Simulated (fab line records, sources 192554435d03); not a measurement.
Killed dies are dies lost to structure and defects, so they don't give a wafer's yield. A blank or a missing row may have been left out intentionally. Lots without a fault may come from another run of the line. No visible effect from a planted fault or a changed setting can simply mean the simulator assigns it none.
The tool behind it: which one? / flow n5 finfet / 31 wafers from 11 lots sampled at 5 of the route's 1938 steps

== WHAT EACH GAUGE READ, for each wafer ==
N5_STI_FIN_REVEAL_INSPECT_13: inspects for defects (darkfield). Usual: raw defect count 12, standard deviation 5.3.
lot=L655; measured=day 2 18:19; on=defect inspect-02; raw defect count=7 3 8; flag=
lot=L656; measured=day 3 02:26; on=defect inspect-01; raw defect count=15 11 9; flag=
lot=L657; measured=day 3 07:04; on=defect inspect-01; raw defect count=13 22 10; flag=
lot=L660; measured=day 3 23:52; on=defect inspect-02; raw defect count=8 6 6; flag=
lot=L665; measured=day 5 07:58; on=defect inspect-01; raw defect count=8 11; flag=
lot=L666; measured=day 5 13:59; on=defect inspect-02; raw defect count=12 12 9; flag=
lot=L667; measured=day 5 19:09; on=defect inspect-01; raw defect count=4 15 15; flag=
lot=L668; measured=day 6 00:11; on=defect inspect-02; raw defect count=571 9 8; flag=OFF
lot=L669; measured=day 6 06:18; on=defect inspect-01; raw defect count=13 12 11; flag=
lot=L670; measured=day 6 12:57; on=defect inspect-01; raw defect count=6 21 585; flag=OFF
lot=L671; measured=day 6 19:14; on=defect inspect-02; raw defect count=11 6; flag=

== TOOL THAT RAN EACH LOT (tool first, then ch and the chambers of the sampled wafers, then the start) ==
lot=L655; N5_FIN_CUT_CUT_ETCH_15=rie si-02 ch 0,2, day 2 09:15; N5_FIN_CUT_STRIP_22=rie diel-02 ch 1,3, day 2 09:22; N5_STI_FIN_REVEAL_OXIDATION_31=plasma asher-01 ch 0,1, day 2 17:41; N5_STI_FIN_REVEAL_STRIP_35=wet bench-01 ch 3,5,6, day 2 17:59
lot=L656; N5_FIN_CUT_CUT_ETCH_15=rie si-03 ch 0,3, day 2 16:46; N5_FIN_CUT_STRIP_22=rie diel-04 ch 1,3, day 2 16:53; N5_STI_FIN_REVEAL_OXIDATION_31=plasma asher-01 ch 0,1, day 3 01:48; N5_STI_FIN_REVEAL_STRIP_35=wet bench-01 ch 1,3,5, day 3 02:05
lot=L657; N5_FIN_CUT_CUT_ETCH_15=rie si-03 ch 1,2, day 2 22:04; N5_FIN_CUT_STRIP_22=rie diel-02 ch 0,1,2, day 2 22:12; N5_STI_FIN_REVEAL_OXIDATION_31=plasma asher-01 ch 0,1, day 3 06:26; N5_STI_FIN_REVEAL_STRIP_35=wet bench-04 ch 2,3,5, day 3 06:43
lot=L660; N5_FIN_CUT_CUT_ETCH_15=rie si-04 ch 0,2, day 3 14:49; N5_FIN_CUT_STRIP_22=rie diel-04 ch 0,1,2, day 3 14:56; N5_STI_FIN_REVEAL_OXIDATION_31=plasma asher-02 ch 0,1, day 3 23:13; N5_STI_FIN_REVEAL_STRIP_35=wet bench-04 ch 0,1,4, day 3 23:31
lot=L665; N5_FIN_CUT_CUT_ETCH_15=rie si-02 ch 0,2, day 4 22:35; N5_FIN_CUT_STRIP_22=rie diel-02 ch 0,2, day 4 22:42; N5_STI_FIN_REVEAL_OXIDATION_31=plasma asher-02 ch 0,1, day 5 07:19; N5_STI_FIN_REVEAL_STRIP_35=wet bench-06 ch 0,4, day 5 07:37
lot=L666; N5_FIN_CUT_CUT_ETCH_15=rie si-03 ch 1,3, day 5 04:49; N5_FIN_CUT_STRIP_22=rie diel-02 ch 0,2,3, day 5 04:57; N5_STI_FIN_REVEAL_OXIDATION_31=plasma asher-01 ch 0,1, day 5 13:21; N5_STI_FIN_REVEAL_STRIP_35=wet bench-04 ch 1,2,3, day 5 13:39
lot=L667; N5_FIN_CUT_CUT_ETCH_15=rie si-02 ch 0,1, day 5 09:57; N5_FIN_CUT_STRIP_22=rie diel-02 ch 2,3, day 5 10:04; N5_STI_FIN_REVEAL_OXIDATION_31=plasma asher-01 ch 0,1, day 5 18:32; N5_STI_FIN_REVEAL_STRIP_35=wet bench-04 ch 0,1,7, day 5 18:49
lot=L668; N5_FIN_CUT_CUT_ETCH_15=rie si-02 ch 1,2,3, day 5 15:03; N5_FIN_CUT_STRIP_22=rie diel-06 ch 0,1,2, day 5 15:16; N5_STI_FIN_REVEAL_OXIDATION_31=plasma asher-02 ch 0,1, day 5 23:29; N5_STI_FIN_REVEAL_STRIP_35=wet bench-04 ch 0,6,7, day 5 23:47
lot=L669; N5_FIN_CUT_CUT_ETCH_15=rie si-03 ch 0,3, day 5 21:14; N5_FIN_CUT_STRIP_22=rie diel-04 ch 1,2,3, day 5 21:23; N5_STI_FIN_REVEAL_OXIDATION_31=plasma asher-01 ch 0,1, day 6 05:39; N5_STI_FIN_REVEAL_STRIP_35=wet bench-01 ch 1,3,6, day 6 05:58
lot=L670; N5_FIN_CUT_CUT_ETCH_15=rie si-04 ch 0,2, day 6 03:22; N5_FIN_CUT_STRIP_22=rie diel-06 ch 0,1,3, day 6 03:29; N5_STI_FIN_REVEAL_OXIDATION_31=plasma asher-01 ch 0,1, day 6 12:16; N5_STI_FIN_REVEAL_STRIP_35=wet bench-04 ch 0,3,6, day 6 12:34
lot=L671; N5_FIN_CUT_CUT_ETCH_15=rie si-03 ch 1,2, day 6 09:37; N5_FIN_CUT_STRIP_22=rie diel-06 ch 2,3, day 6 09:48; N5_STI_FIN_REVEAL_OXIDATION_31=plasma asher-01 ch 0,1, day 6 18:34; N5_STI_FIN_REVEAL_STRIP_35=wet bench-06 ch 2,5, day 6 18:52
- N5_FIN_CUT_CUT_ETCH_15: etches Si in HBr/Cl2/O2, target depth 100 nm, bt time 10 s, time 42.4 s.
- N5_FIN_CUT_STRIP_22: strips in N2/H2.
- N5_STI_FIN_REVEAL_OXIDATION_31: chemistry O2 PLASMA REMOTE, time 20 s.
- N5_STI_FIN_REVEAL_STRIP_35: strips Si3N4 in H3PO4, target depth 4 nm, time 39 s.

== AS READ BY THE TOOLS THEMSELVES (means over the sampled wafers that have a number; for cases with no such wafer, the mark the record gives instead) ==
N5_FIN_CUT_CUT_ETCH_15. Usual: drypump motor current A 5.7 A, standard deviation 0.53; oes product au 0.999 a.u., standard deviation 0.014; throttle valve pct 37.12 %, standard deviation 0.24.
lot=L655; tool=rie si-02; drypump motor current A (A)=6.2; oes product au (a.u.)=0.999; throttle valve pct (%)=36.84; flag=
lot=L656; tool=rie si-03; drypump motor current A (A)=5.9; oes product au (a.u.)=0.987; throttle valve pct (%)=37.07; flag=
lot=L657; tool=rie si-03; drypump motor current A (A)=5.1; oes product au (a.u.)=1.009; throttle valve pct (%)=37.21; flag=
lot=L660; tool=rie si-04; drypump motor current A (A)=5.7; oes product au (a.u.)=0.986; throttle valve pct (%)=37.01; flag=
lot=L665; tool=rie si-02; drypump motor current A (A)=6.0; oes product au (a.u.)=1.001; throttle valve pct (%)=36.95; flag=
lot=L666; tool=rie si-03; drypump motor current A (A)=5.8; oes product au (a.u.)=1.011; throttle valve pct (%)=37.10; flag=
lot=L667; tool=rie si-02; drypump motor current A (A)=6.3; oes product au (a.u.)=1.007; throttle valve pct (%)=37.00; flag=
lot=L668; tool=rie si-02; drypump motor current A (A)=5.6; oes product au (a.u.)=1.006; throttle valve pct (%)=37.33; flag=
lot=L669; tool=rie si-03; drypump motor current A (A)=5.8; oes product au (a.u.)=0.998; throttle valve pct (%)=37.00; flag=
lot=L670; tool=rie si-04; drypump motor current A (A)=5.5; oes product au (a.u.)=0.994; throttle valve pct (%)=37.13; flag=
lot=L671; tool=rie si-03; drypump motor current A (A)=5.3; oes product au (a.u.)=1.012; throttle valve pct (%)=37.24; flag=

N5_FIN_CUT_STRIP_22. Usual: drypump motor current A 5.5 A (standard deviation 0.5); h2 flow sccm 300.0 sccm (standard deviation 0.83); oes product au 0.78 a.u. (standard deviation 0.068); rf vpp V 54.4 V (standard deviation 2.3); showerhead plenum p Torr 3.40 Torr (standard deviation 0.077); temp c 40.00 C (standard deviation 0.11); throttle valve pct 19.1 % (standard deviation 0.34).
lot=L655; tool=rie diel-02; drypump motor current A (A)=5.5; h2 flow sccm (sccm)=300.1; oes product au (a.u.)=0.81; rf vpp V (V)=52.5; showerhead plenum p Torr (Torr)=3.45; temp c (C)=40.07; throttle valve pct (%)=19.1; flag=
lot=L656; tool=rie diel-04; drypump motor current A (A)=5.9; h2 flow sccm (sccm)=299.3; oes product au (a.u.)=0.81; rf vpp V (V)=55.6; showerhead plenum p Torr (Torr)=3.49; temp c (C)=40.02; throttle valve pct (%)=19.0; flag=
lot=L657; tool=rie diel-02; drypump motor current A (A)=5.8; h2 flow sccm (sccm)=300.5; oes product au (a.u.)=0.75; rf vpp V (V)=53.8; showerhead plenum p Torr (Torr)=3.40; temp c (C)=40.06; throttle valve pct (%)=19.4; flag=
lot=L660; tool=rie diel-04; drypump motor current A (A)=5.4; h2 flow sccm (sccm)=300.8; oes product au (a.u.)=0.84; rf vpp V (V)=57.5; showerhead plenum p Torr (Torr)=3.39; temp c (C)=39.99; throttle valve pct (%)=18.9; flag=
lot=L665; tool=rie diel-02; drypump motor current A (A)=5.8; h2 flow sccm (sccm)=299.6; oes product au (a.u.)=0.71; rf vpp V (V)=52.5; showerhead plenum p Torr (Torr)=3.40; temp c (C)=40.22; throttle valve pct (%)=19.5; flag=
lot=L666; tool=rie diel-02; drypump motor current A (A)=5.6; h2 flow sccm (sccm)=299.5; oes product au (a.u.)=0.73; rf vpp V (V)=55.1; showerhead plenum p Torr (Torr)=3.44; temp c (C)=39.92; throttle valve pct (%)=19.3; flag=
lot=L667; tool=rie diel-02; drypump motor current A (A)=5.9; h2 flow sccm (sccm)=299.7; oes product au (a.u.)=0.72; rf vpp V (V)=52.5; showerhead plenum p Torr (Torr)=3.47; temp c (C)=39.95; throttle valve pct (%)=19.0; flag=
lot=L668; tool=rie diel-06; drypump motor current A (A)=5.4; h2 flow sccm (sccm)=299.8; oes product au (a.u.)=0.74; rf vpp V (V)=56.1; showerhead plenum p Torr (Torr)=3.40; temp c (C)=39.97; throttle valve pct (%)=19.1; flag=
lot=L669; tool=rie diel-04; drypump motor current A (A)=5.5; h2 flow sccm (sccm)=299.7; oes product au (a.u.)=0.84; rf vpp V (V)=55.7; showerhead plenum p Torr (Torr)=3.39; temp c (C)=40.07; throttle valve pct (%)=19.0; flag=
lot=L670; tool=rie diel-06; drypump motor current A (A)=5.6; h2 flow sccm (sccm)=299.6; oes product au (a.u.)=0.72; rf vpp V (V)=55.3; showerhead plenum p Torr (Torr)=3.39; temp c (C)=39.98; throttle valve pct (%)=19.1; flag=
lot=L671; tool=rie diel-06; drypump motor current A (A)=6.0; h2 flow sccm (sccm)=300.2; oes product au (a.u.)=0.72; rf vpp V (V)=52.7; showerhead plenum p Torr (Torr)=3.34; temp c (C)=40.04; throttle valve pct (%)=19.5; flag=

N5_STI_FIN_REVEAL_OXIDATION_31. Usual: drypump motor current A 5.7 A, standard deviation 0.42; heater power w 152 W, standard deviation 13; temp c 150.01 C, standard deviation 0.16.
lot=L655; tool=plasma asher-01; drypump motor current A (A)=5.4; heater power w (W)=150; temp c (C)=150.07; flag=
lot=L656; tool=plasma asher-01; drypump motor current A (A)=5.4; heater power w (W)=139; temp c (C)=150.05; flag=
lot=L657; tool=plasma asher-01; drypump motor current A (A)=5.4; heater power w (W)=148; temp c (C)=150.10; flag=
lot=L660; tool=plasma asher-02; drypump motor current A (A)=6.2; heater power w (W)=162; temp c (C)=150.01; flag=
lot=L665; tool=plasma asher-02; drypump motor current A (A)=6.1; heater power w (W)=162; temp c (C)=149.81; flag=
lot=L666; tool=plasma asher-01; drypump motor current A (A)=5.4; heater power w (W)=139; temp c (C)=150.05; flag=
lot=L667; tool=plasma asher-01; drypump motor current A (A)=5.4; heater power w (W)=141; temp c (C)=150.17; flag=
lot=L668; tool=plasma asher-02; drypump motor current A (A)=6.2; heater power w (W)=161; temp c (C)=149.87; flag=
lot=L669; tool=plasma asher-01; drypump motor current A (A)=5.4; heater power w (W)=140; temp c (C)=149.91; flag=
lot=L670; tool=plasma asher-01; drypump motor current A (A)=5.4; heater power w (W)=147; temp c (C)=149.93; flag=
lot=L671; tool=plasma asher-01; drypump motor current A (A)=5.4; heater power w (W)=145; temp c (C)=149.91; flag=

N5_STI_FIN_REVEAL_STRIP_35. Usual: temp c 165.00 C, standard deviation 0.17.
lot=L655; tool=wet bench-01; temp c (C)=165.05; flag=
lot=L656; tool=wet bench-01; temp c (C)=165.03; flag=
lot=L657; tool=wet bench-04; temp c (C)=165.03; flag=
lot=L660; tool=wet bench-04; temp c (C)=165.19; flag=
lot=L665; tool=wet bench-06; temp c (C)=165.05; flag=
lot=L666; tool=wet bench-04; temp c (C)=164.75; flag=
lot=L667; tool=wet bench-04; temp c (C)=164.85; flag=
lot=L668; tool=wet bench-04; temp c (C)=164.96; flag=
lot=L669; tool=wet bench-01; temp c (C)=164.91; flag=
lot=L670; tool=wet bench-04; temp c (C)=165.03; flag=
lot=L671; tool=wet bench-06; temp c (C)=164.91; flag=

== THE ANSWER, worked out from the rows above alone ==
Rule: a lot is off if the mean of its wafers that have a number lies more than 3 standard deviations from the usual mean. A lot without any number at a reading at which 4 lots or more have one is off too. Any other lot the step has rows for is counted as sound. The gauges are gone through in route order, then the tools' own readings, and for those a lot's mean is taken as printed above. At the first step where some lot is off, the reading lying furthest off is the one used; lots without a number count as furthest.
Off: L668, L670, at N5_STI_FIN_REVEAL_INSPECT_13 (raw defect count).
If a tool, at a process step before that reading, ran all the lots that are off and no sound lot after the first of them, it fits. Gauges at N5_STI_FIN_REVEAL_INSPECT_13: tried the same way as those tools. One candidate fits, namely wet bench-04 at N5_STI_FIN_REVEAL_STRIP_35. A fault onset in the window from L667 (day 5 18:49, its last sound lot) to L668 (day 5 23:47, its first lot off) fits.

== WHAT THE SIMULATOR HAD PUT IN ==
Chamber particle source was wet bench-04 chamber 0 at N5_STI_FIN_REVEAL_STRIP_35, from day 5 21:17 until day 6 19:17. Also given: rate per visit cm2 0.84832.
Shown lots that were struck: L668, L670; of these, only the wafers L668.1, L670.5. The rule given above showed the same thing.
